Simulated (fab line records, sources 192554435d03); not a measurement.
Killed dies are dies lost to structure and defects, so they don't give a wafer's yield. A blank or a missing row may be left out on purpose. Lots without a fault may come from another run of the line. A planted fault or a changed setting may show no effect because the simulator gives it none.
Split-lot experiment | flow n5_finfet | 7 lots, 21 wafers read, on a route of 1938 steps

THE SPLIT
At N5_BEOL_M5_COAT_22 (resist thk 30 nm), the setting spin_rpm was moved away from the recipe's 1500 rpm on 8 of the 21 wafers read, by -8.5% to +8.3%. The other wafers ran this setting at the recipe's value.

FROM THE SPLIT TO THE READING: what the file shows between them, 4 steps
- N5_BEOL_M5_EBR_24
- N5_BEOL_M5_SOFTBAKE_23: time 60 s
- N5_BEOL_M5_DESCUM_33: chemistry O2, time 7 s
- N5_BEOL_M5_ETCH_75: etches underlayer in N2/H2, target depth 6.5 nm, time 5.2 s

THE READING
CAR-EUV_of_BEOL_M5_COAT_22.thk_nm (the simulator's own value, which no gauge read), in nm, at N5_BEOL_M5_ETCH_67 (etches SiARC in CF4, target depth 15.6 nm, time 26 s). The file gives no usual value for it. The 13 wafers here that ran the recipe average 11.0 nm, standard deviation 0.15 nm.

wafer  | tool, chamber at the split | spin_rpm as run, rpm | against the recipe | CAR-EUV_of_BEOL_M5_COAT_22.thk_nm, nm | against lot-mates on the recipe
L078.2 | litho_track-03, 0          | 1500                 | recipe             | 11                                    | -
L078.3 | litho_track-03, 0          | 1624                 | +8.3%              | 9.8                                   | -1.2
L078.4 | litho_track-03, 0          | 1624                 | +8.3%              | 9.8                                   | -1.2
L083.4 | litho_track-05, 0          | 1500                 | recipe             | 11                                    | -
L083.5 | litho_track-05, 0          | 1500                 | recipe             | 10.8                                  | -
L083.6 | litho_track-05, 0          | 1500                 | recipe             | 10.8                                  | -
L085.2 | litho_track-04, 0          | 1500                 | recipe             | 10.8                                  | -
L085.3 | litho_track-04, 0          | 1625                 | +8.3%              | 10                                    | -0.9
L085.5 | litho_track-04, 0          | 1500                 | recipe             | 11                                    | -
L089.4 | litho_track-05, 0          | 1500                 | recipe             | 11                                    | -
L089.5 | litho_track-05, 0          | 1500                 | recipe             | 11                                    | -
L089.6 | litho_track-05, 0          | 1500                 | recipe             | 10.8                                  | -
L088.1 | litho_track-05, 0          | 1564                 | +4.3%              | 10.6                                  | -0.6
L088.2 | litho_track-05, 0          | 1500                 | recipe             | 11.2                                  | -
L088.3 | litho_track-05, 0          | 1564                 | +4.3%              | 10.4                                  | -0.8
L092.2 | litho_track-04, 0          | 1500                 | recipe             | 10.8                                  | -
L092.3 | litho_track-04, 0          | 1372                 | -8.5%              | 12.2                                  | +1.4
L092.6 | litho_track-04, 0          | 1372                 | -8.5%              | 12.4                                  | +1.6
L095.2 | litho_track-03, 0          | 1500                 | recipe             | 11.2                                  | -
L095.5 | litho_track-03, 0          | 1500                 | recipe             | 11.2                                  | -
L095.3 | litho_track-03, 0          | 1608                 | +7.2%              | 10.2                                  | -1.0

THE FIT
A straight line over all 21 wafers: CAR-EUV_of_BEOL_M5_COAT_22.thk_nm changes by -0.138 nm for each +1% of spin_rpm; r = -0.97; the points scatter about the line by 0.16 nm.
The same after taking each lot's own level away (the mean of its wafers on the recipe; 21 wafers): -0.153 nm for each +1%; r = -0.98; scatter 0.13 nm.
On that fit, the largest move of spin_rpm shifts the reading by 1.3 nm.
The lots' own levels span 10.80 to 11.20 nm, that is 2.6 times the standard deviation above.
So the lot-to-lot level changes the slope little: the two slopes agree.
Check: with one of the wafers moved furthest among these (-8.5%) left out of the fit, the line predicts +1.32 nm for it against its lot-mates. It came out at +1.4 nm against them.

OTHER SPLITS ON THESE WAFERS
These wafers also went through other splits before the reading. Each is held against what the fit with the lots' levels taken away leaves over:
other split on the same wafers | wafers away from the commonest value | r with CAR-EUV_of_BEOL_M5_COAT_22.thk_nm (lot level and that fit taken away)
N5_BEOL_M3_COAT_68 spin_rpm    | 5                                    | -0.07
N5_BEOL_M4_ETCH_64 bias_w      | 6                                    | -0.28
N5_BEOL_M4_COAT_67 spin_rpm    | 7                                    | -0.15
N5_BEOL_M5_ETCH_72 bias_w      | 9                                    | -0.11

THE WHOLE CHAIN: every reading that the file lists as answering this split, in the file's order
step               | what it does                                         | reading                                                                            | change (the file's fit)               | r (the file's)
N5_BEOL_M5_COAT_22 | resist thk 30 nm                                     | CAR-EUV_of_BEOL_M5_COAT_22.thk_nm (the simulator's own value, which no gauge read) | -0.149 nm for each +1% of the setting | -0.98
N5_BEOL_M5_ETCH_67 | etches SiARC in CF4, target depth 15.6 nm, time 26 s | CAR-EUV_of_BEOL_M5_COAT_22.thk_nm (the simulator's own value, which no gauge read) | -0.144 nm for each +1% of the setting | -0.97

THE FILE'S OWN FIT
CAR-EUV_of_BEOL_M5_COAT_22.thk_nm changes by -0.144 nm for each +1% of spin_rpm, r = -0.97.
